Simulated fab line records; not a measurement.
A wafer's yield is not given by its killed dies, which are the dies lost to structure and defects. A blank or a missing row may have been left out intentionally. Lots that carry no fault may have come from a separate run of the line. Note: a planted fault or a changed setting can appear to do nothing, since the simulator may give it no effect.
Chamber matching / flow n5-finfet / ald-metal-04 running N5_BEOL_M10_ALD_74: 4 sister chambers
The step deposits TaN, target thk 2 nm, pulse time 2 s, purge time 3 s. 8 wafers are shown with their chamber, then 7 later ones without.

== WAFERS, EACH WITH ITS CHAMBER ==
wafer=L077.4; chamber=3; heater-power-w (W)=376; susceptor-temp-C (C)=274.87
wafer=L083.1; chamber=3; heater-power-w (W)=364; susceptor-temp-C (C)=275.09
wafer=L083.2; chamber=0; heater-power-w (W)=366; susceptor-temp-C (C)=275.01
wafer=L084.3; chamber=2; heater-power-w (W)=365; susceptor-temp-C (C)=274.77
wafer=L084.4; chamber=0; heater-power-w (W)=366; susceptor-temp-C (C)=274.87
wafer=L084.6; chamber=1; heater-power-w (W)=376; susceptor-temp-C (C)=274.68
wafer=L086.1; chamber=1; heater-power-w (W)=379; susceptor-temp-C (C)=274.54
wafer=L086.4; chamber=2; heater-power-w (W)=352; susceptor-temp-C (C)=275.14

== WAFERS WHOSE CHAMBER IS MISSING ==
wafer=L086.5; heater-power-w (W)=369; susceptor-temp-C (C)=275.10
wafer=L091.1; heater-power-w (W)=371; susceptor-temp-C (C)=275.26
wafer=L091.4; heater-power-w (W)=371; susceptor-temp-C (C)=275.06
wafer=L091.6; heater-power-w (W)=367; susceptor-temp-C (C)=275.31
wafer=L092.2; heater-power-w (W)=373; susceptor-temp-C (C)=274.75
wafer=L092.3; heater-power-w (W)=366; susceptor-temp-C (C)=274.55
wafer=L092.6; heater-power-w (W)=361; susceptor-temp-C (C)=274.88

== CHAMBER TAKEN BY EACH ==
wafer=L086.5; from the rows above=can't be placed: 3 or 0 or 2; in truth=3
wafer=L091.1; from the rows above=can't be placed: 3 or 0 or 2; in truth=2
wafer=L091.4; from the rows above=can't be placed: 3 or 0 or 2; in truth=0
wafer=L091.6; from the rows above=can't be placed: 3 or 0 or 2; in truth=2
wafer=L092.2; from the rows above=can't be placed: 1 or 3 or 0 or 2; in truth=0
wafer=L092.3; from the rows above=can't be placed: 1 or 0 or 3 or 2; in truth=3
wafer=L092.6; from the rows above=can't be placed: 2 or 0 or 3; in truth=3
Placed correctly: 0 of 7. Not placeable from these rows: 7 (in 7, the candidates include the true chamber). Number placed wrongly: 0.
How it was worked out, from the rows above alone: a wafer's distance from a chamber is the root of the sum, over the readings, of the square of ((its reading less the chamber's mean) divided by the reading's scatter). If the next closest chamber is less than 2 further off than the closest, the wafer can't be placed; otherwise it belongs to the closest. Each chamber's mean is taken over the wafers shown for it. The scatter: take each reading less its chamber's mean, square it, sum over the shown wafers, divide by the number of wafers less the number of chambers, and take the root.
